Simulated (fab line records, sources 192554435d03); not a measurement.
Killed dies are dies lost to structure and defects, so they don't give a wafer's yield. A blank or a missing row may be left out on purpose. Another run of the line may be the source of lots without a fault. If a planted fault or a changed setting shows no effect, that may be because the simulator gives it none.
Comparing a struck lot with a sound one ; flow n5Finfet ; 40 out of 1938 route steps
Sound: these wafers, L227.1, L227.2, L227.4. Struck: wafer L230.3 (left out: L230.1, L230.4 of the same lot, which were not struck); the cause appears at the end.
Each step with rows lists, per side, the tool, then ch with its chambers, then its first start. Under that, the readings that differ: sound wafers ; struck wafers ; difference of the means ; sigmas: that difference in standard deviations of wafers without a fault.
alike: readings whose means differ by less than 2 such deviations, and words and numbers that are the same on both sides. not compared: withheld readings, readings that some wafer has no value for, bounds like >300 that may hide the same value, and numbers for which the record gives no deviation and whose values overlap.
A row with sigmas, a row that says differs or no value, or rows on one side alone: a step with any of these is where the two part. Numbers that have no deviation but don't overlap get no sigmas and don't part them. Lack of a reading on every wafer of one side parts them only where that side has two or more wafers.

first, 12 steps without rows for these wafers: N5_BEOL_M3_ANNEAL_87 (time 240 s); N5_BEOL_M3_SPUTTER_88 (material Cu, target thk 4.5 nm, time 8.29 s); N5_BEOL_M3_ANNEAL_89 (time 240 s); N5_BEOL_M3_SPUTTER_90 (material Cu, target thk 4.5 nm, time 8.29 s); N5_BEOL_M3_ANNEAL_91 (time 240 s); N5_BEOL_M3_SPUTTER_92 (material Cu, target thk 4.5 nm, time 8.29 s); N5_BEOL_M3_ANNEAL_93 (time 240 s); N5_BEOL_M3_SPUTTER_94 (material Cu, target thk 4.5 nm, time 8.29 s); N5_BEOL_M3_ANNEAL_95 (time 240 s); N5_BEOL_M3_SPUTTER_96 (material Cu, target thk 4.5 nm, time 8.29 s); N5_BEOL_M3_ECD_50 (material Cu, target thk 300 nm); N5_BEOL_M3_ANNEAL_51 (time 90 s).
N5_BEOL_M3_CMP_52: polishes, stops on SiOC, t overpolish 6.8 s, target thk 40 nm.
  sound on cmp-02 ch 1,2,3, day 9 03:37; struck on cmp-02 ch 1, day 9 19:48
reading;sound;struck;difference;sigmas
headPressurePsi (psi);0.9959 0.9943 0.9941;1.0028;+0.0080;+3
  alike: barrierFieldEndpointS, motorCurrentA, overpolishRunS, slurryFilterDpKPa, timeToEndpointS
then, 4 steps without rows for these wafers: N5_BEOL_M3_PRE_CLEAN_60 (time 15 s); N5_BEOL_M3_CO_CAP_55 (material Co, precursor CCTBA/H2, target thk 2 nm, time 102.1 s); N5_BEOL_M3_PRE_CLEAN_56 (time 15 s); N5_BEOL_M3_DEP_57 (deposits SiCN from 3MS/NH3, target thk 8 nm, time 14 s).
N5_BEOL_M3_INSPECT_59: inspects for defects (darkfield).
  sound on defectInspect-01 at day 9 04:11; struck on defectInspect-02 at day 9 20:23
reading;sound;struck;difference;sigmas
rawDefectCount;60 63 87;508;+438;+18
then, 12 steps without rows for these wafers: N5_BEOL_M4_ILD_DEP_00 (deposits SiOC from DEMS/O2, target thk 79 nm, time 15.3 s); N5_BEOL_M4_PECVD_72 (deposits SiO2 from TEOS/O2, target thk 16 nm, time 18 s); N5_BEOL_M4_HM_DEP_02 (deposits TiN, target thk 20 nm); N5_BEOL_M4_COAT_61 (time 60 s, resist thk 60 nm); N5_BEOL_M4_COAT_62 (time 60 s, resist thk 12 nm); N5_BEOL_M4_COAT_73 (time 60 s, resist thk 5 nm); N5_BEOL_M4_COAT_05 (resist thk 30 nm); N5_BEOL_M4_EBR_07; N5_BEOL_M4_SOFTBAKE_06 (time 60 s); N5_BEOL_M4_EXPOSE_08 (exposes mask M4); N5_BEOL_M4_PEB_09 (peb time 60 s); N5_BEOL_M4_DEVELOP_10 (develop time 30 s).
N5_BEOL_M4_INSPECT_13: inspects for defects (brightfield).
  sound on defectInspect-02 at day 9 06:59; struck on defectInspect-01 at day 9 22:47
reading;sound;struck;difference;sigmas
rawDefectCount;350 424 332;1154;+785;+8
then, 6 steps without rows for these wafers: N5_BEOL_M4_DESCUM_16 (chemistry O2, time 7 s); N5_BEOL_M4_ETCH_74 (etches underlayer in N2/H2, target depth 6.5 nm, time 5.2 s); N5_BEOL_M4_ETCH_63 (etches SiARC in CF4, target depth 15.6 nm, time 26 s); N5_BEOL_M4_ETCH_64 (etches SOC in N2/H2, target depth 75 nm, overetch 22.5 nm, time 121.9 s); N5_BEOL_M4_STRIP_65 (strips in N2/H2); N5_BEOL_M4_STRIP_75 (strips in N2/H2).
N5_BEOL_M4_INSPECT_30: inspects for defects (brightfield).
  sound on defectInspect-01 at day 9 08:18; struck on defectInspect-01 at day 9 23:53
reading;sound;struck;difference;sigmas
rawDefectCount;400 475 362;1148;+736;+7
N5_BEOL_M4_RC_MEAS_101:
  sound on prober-02 ch 0, day 9 12:49; struck on prober-01 ch 0, day 10 08:14
reading;sound;struck;difference;sigmas
SS_N (mV/dec);71.4 70.9 70.9;72.5;+1.4;+3
  alike: DIBL_N, DIBL_P, IOFF_N, IOFF_P, ION_N, ION_P, SS_P, VT_N, VT_P
-- the record jumps here: 4 days lie between the struck wafers' starts before and after (it left off in module BEOL_M4 and takes up again in module PASSIVATION, whose first step shown is number 1936 of the route) --
N5_PASSIVATION_PROBE_49:
  record: rows for the struck wafers here (prober-01, day 14 12:36), none for the sound ones

== WHERE THEY PART ==
At N5_BEOL_M3_CMP_52 first; at N5_PASSIVATION_PROBE_49 last (within this record only).

WHY: whatever the simulator had introduced
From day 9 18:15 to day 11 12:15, cmp-02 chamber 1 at N5_BEOL_M3_CMP_52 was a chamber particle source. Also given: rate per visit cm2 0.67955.
